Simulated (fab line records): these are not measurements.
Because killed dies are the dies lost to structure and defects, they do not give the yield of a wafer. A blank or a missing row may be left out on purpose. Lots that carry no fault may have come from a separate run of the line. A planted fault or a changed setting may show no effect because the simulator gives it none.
Which tool is to blame? + flow n5-finfet + 10 lots (30 wafers sampled), 1 step of a 1938-step route

## WHAT THE GAUGES SHOWED, per wafer
N5_MOL_CONTACT_COAG_OVL_MEAS_41.
| lot  | measured     | on         | VD_OVL (nm)   |
|------|--------------|------------|---------------|
| L075 | day 5 11:16  | overlay-02 | -0.3 0.0 0.3  |
| L077 | day 5 22:19  | overlay-02 | -0.5 0.3 -0.3 |
| L079 | day 6 09:14  | overlay-02 | 0.1 -0.3 0.5  |
| L081 | day 7 01:36  | overlay-02 | -0.4 0.0 0.3  |
| L084 | day 7 15:29  | overlay-01 | -0.6 0.5 -0.1 |
| L086 | day 8 14:39  | overlay-02 | 0.4 0.4 0.2   |
| L089 | day 8 23:06  | overlay-02 | 0.7 0.9 -0.6  |
| L090 | day 9 04:02  | overlay-02 | 1.0 0.2 -0.2  |
| L092 | day 9 17:56  | overlay-01 | 0.4 0.3 0.7   |
| L095 | day 10 17:26 | overlay-01 | -0.1 -0.2 0.6 |

## WHAT TOOL EACH LOT RAN ON (gives the tool, then ch and the chambers of the sampled wafers, and finally the start)
The record holds no process step before these readings.

## THE ANSWER, worked out from the rows above alone
Rule: the lots themselves supply what counts as usual. Put in order of their means at a reading, lots are off if they are a third of the lots or fewer, leave a main group of 4 or more, and stand apart from it by a gap of 3 or more times the standard deviation of the main group's means; of several such gaps the widest counts. A main group whose means are all the same, to the digits that the tables above print for the reading, isn't used. A lot without any number at a reading at which 4 lots or more have one is off too. The other lots that the step has rows for count as sound.
No lot is off at any reading shown: from this, nothing can be told.

## WHAT THE SIMULATOR PUT IN
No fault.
